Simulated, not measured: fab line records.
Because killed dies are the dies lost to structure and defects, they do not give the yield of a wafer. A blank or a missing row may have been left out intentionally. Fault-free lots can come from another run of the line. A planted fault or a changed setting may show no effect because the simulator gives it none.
Chamber matching | flow n5_finfet | 3 sister chambers for N5_BEOL_M7_CURE_75 on uv_cure-02
The step cures SiCOH lowk, time 120 s. 6 wafers are shown with their chamber, then 9 later ones without.

WAFERS, EACH WITH ITS CHAMBER
wafer  | chamber | wafer_temp_C_max | lamp_power_pct (%)
L086.3 | 0       | 370.9            | 52.31
L086.5 | 0       | 370.8            | 52.34
L089.5 | 1       | 372.1            | 52.39
L089.6 | 1       | 372.4            | 52.36
L091.5 | 2       | 371.1            | 52.33
L091.6 | 2       | 370.9            | 52.40

WAFERS MISSING THEIR CHAMBER
wafer  | wafer_temp_C_max | lamp_power_pct (%)
L092.2 | 373.2            | 52.26
L092.3 | 373.5            | 52.25
L092.6 | 372.9            | 52.20
L097.2 | 372.0            | 52.31
L097.3 | 371.4            | 52.35
L097.5 | 371.1            | 52.27
L096.1 | 371.1            | 52.22
L096.2 | 371.2            | 52.28
L096.5 | 370.8            | 52.33

CHAMBER TAKEN BY EACH
wafer  | from the rows above     | in truth
L092.2 | 1                       | 1
L092.3 | 1                       | 1
L092.6 | 1                       | 1
L097.2 | 1                       | 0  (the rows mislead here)
L097.3 | can't be placed: 2 or 0 | 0
L097.5 | can't be placed: 0 or 2 | 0
L096.1 | can't be placed: 0 or 2 | 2
L096.2 | can't be placed: 0 or 2 | 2
L096.5 | can't be placed: 0 or 2 | 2
3 of 9 placed correctly. From these rows, 5 cannot be placed; in 5 the true chamber is one of the candidates. 1 placed wrongly.
How it was worked out, from the rows above alone: a wafer's distance from a chamber is the root of the sum, over the readings, of the square of ((its reading less the chamber's mean) divided by the reading's scatter). The wafer belongs to the nearest chamber; if the next one is less than 2 further off, it can't be placed. Each chamber's mean is taken over the wafers shown for it. The scatter: the root of (the sum of the squares of (reading less its chamber's mean) over the shown wafers, divided by (wafers less chambers)).
